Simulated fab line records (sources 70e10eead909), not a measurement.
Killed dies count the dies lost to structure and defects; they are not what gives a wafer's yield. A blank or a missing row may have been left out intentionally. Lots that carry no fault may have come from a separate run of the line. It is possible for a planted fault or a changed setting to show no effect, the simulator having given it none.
Matching of chambers    flow nand-harc    4 sister chambers for NHARC_A_STAIRCASE_TRIM_187 on rie-diel-07
The step chemistry O2, time 211.2 s. 27 wafers are shown with their chamber, then 12 later ones without.

== WAFERS PAIRED WITH THEIR CHAMBERS ==
wafer   chamber  showerhead-plenum-p-Torr (Torr)  drypump-motor-current-A (A)  oes-product-au (a.u.)
L077.4  1        3.34                             5.8                          1.010
L077.5  3        3.60                             6.4                          1.001
L077.6  2        3.68                             5.7                          1.005
L076.1  2        3.68                             5.7                          1.005
L076.4  0        3.40                             6.6                          1.003
L076.6  0        3.40                             6.6                          0.998
L081.2  1        3.33                             5.8                          1.013
L081.3  3        3.60                             6.4                          0.996
L081.6  0        3.39                             6.6                          1.012
L081.1  0        3.39                             6.6                          1.017
L081.4  2        3.67                             5.8                          1.001
L081.5  3        3.60                             6.4                          1.008
L085.2  0        3.39                             6.6                          1.005
L085.4  1        3.33                             5.8                          1.027
L085.6  0        3.39                             6.6                          0.999
L090.1  2        3.66                             5.7                          0.995
L090.2  0        3.38                             6.6                          0.994
L090.5  3        3.59                             6.4                          0.997
L088.2  1        3.32                             5.8                          1.017
L088.4  1        3.32                             5.8                          1.014
L088.5  3        3.59                             6.4                          1.020
L088.1  0        3.38                             6.6                          1.009
L088.3  3        3.59                             6.4                          1.017
L088.6  0        3.38                             6.5                          1.009
L093.3  1        3.32                             5.8                          1.015
L093.5  1        3.32                             5.8                          1.009
L093.6  0        3.38                             6.5                          1.007

SIGNATURES (averages over the wafers above)
reading                   chamber 0  chamber 1  chamber 2  chamber 3  scatter within a chamber
showerhead-plenum-p-Torr  3.3880     3.3257     3.6725     3.5950     0.00768
drypump-motor-current-A   6.580      5.800      5.725      6.400      0.032
oes-product-au            1.00530    1.01500    1.00150    1.00650    0.00736
Rule: for each reading, subtract the chamber's mean from the wafer's reading, divide by that reading's scatter and square the result; add these up over the readings and take the root, which gives the wafer's distance from the chamber. The wafer belongs to the nearest chamber; if the next one is less than 2 further off, it can't be placed. The scatter: the root of (the sum of the squares of (reading less its chamber's mean) over the shown wafers, divided by (wafers less chambers)).

== WAFERS MISSING THEIR CHAMBER ==
wafer   showerhead-plenum-p-Torr (Torr)  drypump-motor-current-A (A)  oes-product-au (a.u.)
L092.3  3.58                             6.4                          1.001
L092.4  3.32                             5.8                          1.013
L092.6  3.58                             6.4                          1.006
L096.1  3.58                             6.4                          1.006
L096.2  3.66                             5.8                          1.003
L096.6  3.66                             5.8                          1.008
L096.3  3.32                             5.7                          1.006
L096.4  3.38                             6.5                          1.011
L096.5  3.58                             6.4                          1.003
L097.3  3.58                             6.4                          0.998
L097.5  3.31                             5.8                          1.011
L097.6  3.38                             6.6                          1.013

== WHICH CHAMBER EACH ONE RAN IN ==
wafer   from the rows above  in truth
L092.3  3                    3
L092.4  1                    1
L092.6  3                    3
L096.1  3                    3
L096.2  2                    2
L096.6  2                    2
L096.3  1                    1
L096.4  0                    0
L096.5  3                    3
L097.3  3                    3
L097.5  1                    1
L097.6  0                    0
Placed correctly: 12 of 12. Can't be placed from these rows: 0. Placed wrongly: 0.
